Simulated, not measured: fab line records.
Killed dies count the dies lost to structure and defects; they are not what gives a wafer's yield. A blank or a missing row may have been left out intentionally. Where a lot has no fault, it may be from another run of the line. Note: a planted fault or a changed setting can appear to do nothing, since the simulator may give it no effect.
The same fault as seen by 3 desks	flow n5_finfet	numbers are kept per desk, each desk with only its own; the story behind them comes last

## THE METROLOGY DESK
What the gauges read, lot by lot, whatever tool the lot ran on: means of the sampled wafers that have a number. The brackets show how far a lot's mean lies from the usual mean; more than 4 standard deviations puts the lot out of limits, marked OUT. 7 of its 11 readings are shown: the first one out of limits and those lying furthest out on some lot.
Columns: A = M4_THK at N5_BEOL_M4_THK_MEAS_53, usual 39.9 nm; B = DIBL_N at N5_BEOL_M4_RC_MEAS_101, usual 36.5 mV/V; C = DIBL_P at N5_BEOL_M4_RC_MEAS_101, usual 36.6 mV/V; D = IOFF_N at N5_BEOL_M4_RC_MEAS_101, usual 0.160 nA/um; E = SS_N at N5_BEOL_M4_RC_MEAS_101, usual 71.6 mV/dec; F = VT_N at N5_BEOL_M4_RC_MEAS_101, usual 250.0 mV; G = VT_P at N5_BEOL_M4_RC_MEAS_101, usual -250 mV
lot	first seen here	A	B	C	D	E	F	G
L128	day 9 01:03	39.5	34.5	35.0	0.147	71.6	250.4	-249
L130	day 9 18:29	40.1	37.5	38.2	0.186	71.6	249.5	-252
L131	day 9 20:25	40.1	36.0	36.0	0.156	71.6	249.1	-246
L135	day 10 02:23	39.2	37.9	36.9	0.187	71.9	246.4	-250
L134	day 10 17:34	39.7	36.9	34.8	0.155	71.2	249.7	-250
L137	day 11 03:32	114.2 (+62) OUT	36.0	35.4	0.140	71.0	249.9	-249
L139	day 11 19:58	108.2 (+57) OUT	36.4	36.4	0.155	70.4	251.5	-249
L143	day 12 13:37	40.8	36.2	38.2	0.162	71.8	250.2	-252
L147	day 13 12:50	41.2	36.2	38.6	0.169	71.8	249.5	-249
This desk finds L137, L139 out of limits, with the earliest case on L137 at day 11 03:32 (M4_THK at N5_BEOL_M4_THK_MEAS_53). Within limits: L128, L130, L131, L135, L134, L143, L147.

## THE DEFECT DESK
Counts from the inspections along the route, per lot, as means over the sampled wafers that have a number. The brackets show how far a lot's mean lies from the usual mean; more than 4 standard deviations puts the lot out of limits, marked OUT.
Columns: A = raw_defect_count at N5_BEOL_M4_INSPECT_59, usual 76
lot	first seen here	A
L128	day 9 01:21	83
L130	day 9 18:48	64
L131	day 9 20:47	92
L135	day 10 02:43	88
L134	day 10 17:51	99
L137	day 11 03:49	3369 (+99 or more) OUT
L139	day 11 20:15	3312 (+99 or more) OUT
L143	day 12 13:55	149
L147	day 13 13:07	77
This desk's verdict: out of limits on L137, L139, starting with L137 at day 11 03:49 (raw_defect_count at N5_BEOL_M4_INSPECT_59). Within limits: L128, L130, L131, L135, L134, L143, L147.

## DESK OF THE TOOL OWNER: cmp-02
The tool's own readings at N5_BEOL_M4_CMP_52 (polishes, stops on SiOC, t overpolish 6.8 s, target thk 40 nm): means of the sampled wafers that have a number, for each lot that ran on this tool. The brackets show how far a lot's mean lies from the usual mean; more than 4 standard deviations puts the lot out of limits, marked OUT.
Columns: A = barrier_field_endpoint_s at N5_BEOL_M4_CMP_52, usual 24.5 s; B = motor_current_A at N5_BEOL_M4_CMP_52, usual 6.3 A; C = overpolish_run_s at N5_BEOL_M4_CMP_52, usual 6.799 s; D = time_to_endpoint_s at N5_BEOL_M4_CMP_52, usual 62.5 s
lot	first seen here	A	B	C	D
L130	day 9 18:11	24.4	6.7	6.802	62.3
L131	day 9 20:07	24.1	6.4	6.799	60.9
L135	day 10 02:08	24.4	6.0	6.813	61.1
L137	day 11 03:16	35.7 (+18) OUT	6.3	2.300 (-99 or more) OUT	74.1
L139	day 11 19:44	35.6 (+18) OUT	6.1	2.298 (-99 or more) OUT	73.1
This desk's verdict: out of limits on L137, L139, starting with L137 at day 11 03:16 (barrier_field_endpoint_s at N5_BEOL_M4_CMP_52). Within limits: L130, L131, L135.

## PUT TOGETHER
The tool owner's desk could have raised an alarm at day 11 03:16, on L137, L139.
On L137, L139, the metrology desk was in a position to raise an alarm at day 11 03:32.
The defect desk could have raised an alarm at day 11 03:49, on L137, L139.
All the named lots went through N5_BEOL_M4_CMP_52 on cmp-02.

## WHAT THE SIMULATOR HAD PUT IN
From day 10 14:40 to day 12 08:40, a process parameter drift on cmp-02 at N5_BEOL_M4_CMP_52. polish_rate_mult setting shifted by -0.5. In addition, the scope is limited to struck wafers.
Struck lots among those shown: L137, L139.
Hours from the fault's start to each desk's first reading out of limits: the tool owner's desk, 13; the metrology desk, 13; the defect desk, 13.
